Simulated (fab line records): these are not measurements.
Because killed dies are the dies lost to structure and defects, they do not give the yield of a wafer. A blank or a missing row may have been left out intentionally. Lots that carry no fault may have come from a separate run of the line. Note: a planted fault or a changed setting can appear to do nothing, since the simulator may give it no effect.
One fault through the eyes of 2 desks + flow n5-finfet + each desk has only its own numbers; what lay behind them comes last

## DESK OF THE TOOL OWNER: rie-diel-06
The tool's own readings at N5_BEOL_M14_ETCH_59 (etches BARC in N2/H2, target depth 89 nm, overetch 26.7 nm, time 67.9 s): means of the sampled wafers that have a number, for each lot that ran on this tool. If a lot's mean is further than 4 standard deviations from the usual mean, the lot is out of limits and carries the mark OUT (the distance appears in the brackets).
Columns: A = drypump-motor-current-A at N5_BEOL_M14_ETCH_59, usual 5.7 A; B = h2-flow-sccm at N5_BEOL_M14_ETCH_59, usual 200.0 sccm; C = oes-product-au at N5_BEOL_M14_ETCH_59, usual 0.67 a.u.; D = rf-vpp-V at N5_BEOL_M14_ETCH_59, usual 523.5 V; E = showerhead-plenum-p-Torr at N5_BEOL_M14_ETCH_59, usual 2.53 Torr; F = throttle-valve-pct at N5_BEOL_M14_ETCH_59, usual 17.80 %
| lot  | first seen here | A   | B               | C    | D     | E    | F     |
|------|-----------------|-----|-----------------|------|-------|------|-------|
| L112 | day 10 21:50    | 5.7 | 200.0           | 0.62 | 522.9 | 2.49 | 17.61 |
| L111 | day 11 02:15    | 5.8 | 200.1           | 0.67 | 523.6 | 2.55 | 17.64 |
| L114 | day 12 16:25    | 5.6 | 180.1 (-29) OUT | 0.67 | 523.5 | 2.44 | 17.16 |
| L120 | day 13 08:07    | 5.6 | 180.1 (-29) OUT | 0.67 | 522.8 | 2.44 | 17.18 |
| L132 | day 16 19:40    | 5.7 | 199.9           | 0.74 | 526.8 | 2.66 | 17.63 |
Finding of this desk: L114, L120 out of limits; the first was L114 at day 12 16:25, on h2-flow-sccm at N5_BEOL_M14_ETCH_59. Within limits: L112, L111, L132.

## FROM THE METROLOGY DESK
What the gauges read for every lot (on any tool): the sampled wafers with a number, averaged. If a lot's mean is further than 4 standard deviations from the usual mean, the lot is out of limits and carries the mark OUT (the distance appears in the brackets).
Columns: A = M13_RS at N5_BEOL_M13_RS_MEAS_54, usual 0.0447 ohm/sq
| lot  | first seen here | A      |
|------|-----------------|--------|
| L112 | day 10 20:36    | 0.0451 |
| L111 | day 11 01:29    | 0.0444 |
| L115 | day 12 03:44    | 0.0451 |
| L114 | day 12 15:44    | 0.0449 |
| L120 | day 13 07:26    | 0.0450 |
| L123 | day 14 05:31    | 0.0445 |
| L125 | day 14 23:26    | 0.0440 |
| L126 | day 15 06:28    | 0.0449 |
| L130 | day 16 01:22    | 0.0445 |
| L132 | day 16 18:48    | 0.0451 |
Result from this desk: across the 10 lots, nothing is out of limits.

## PUT TOGETHER
On L114, L120, at day 12 16:25, an alarm was possible from the tool owner's desk.
At the metrology desk, nothing out of limits was observed.
The metrology desk has L114, L120 on record, within its limits.
Every lot named ran N5_BEOL_M14_ETCH_59 on rie-diel-06.

## WHAT THE SIMULATOR HAD INSERTED
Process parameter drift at N5_BEOL_M14_ETCH_59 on rie-diel-06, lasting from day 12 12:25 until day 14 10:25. A move of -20 in setting h2-flow-sccm, from 200. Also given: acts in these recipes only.
Shown lots that were struck: L114, L120.
Each desk's first reading out of limits, in hours after the fault started: the tool owner's desk, 4.
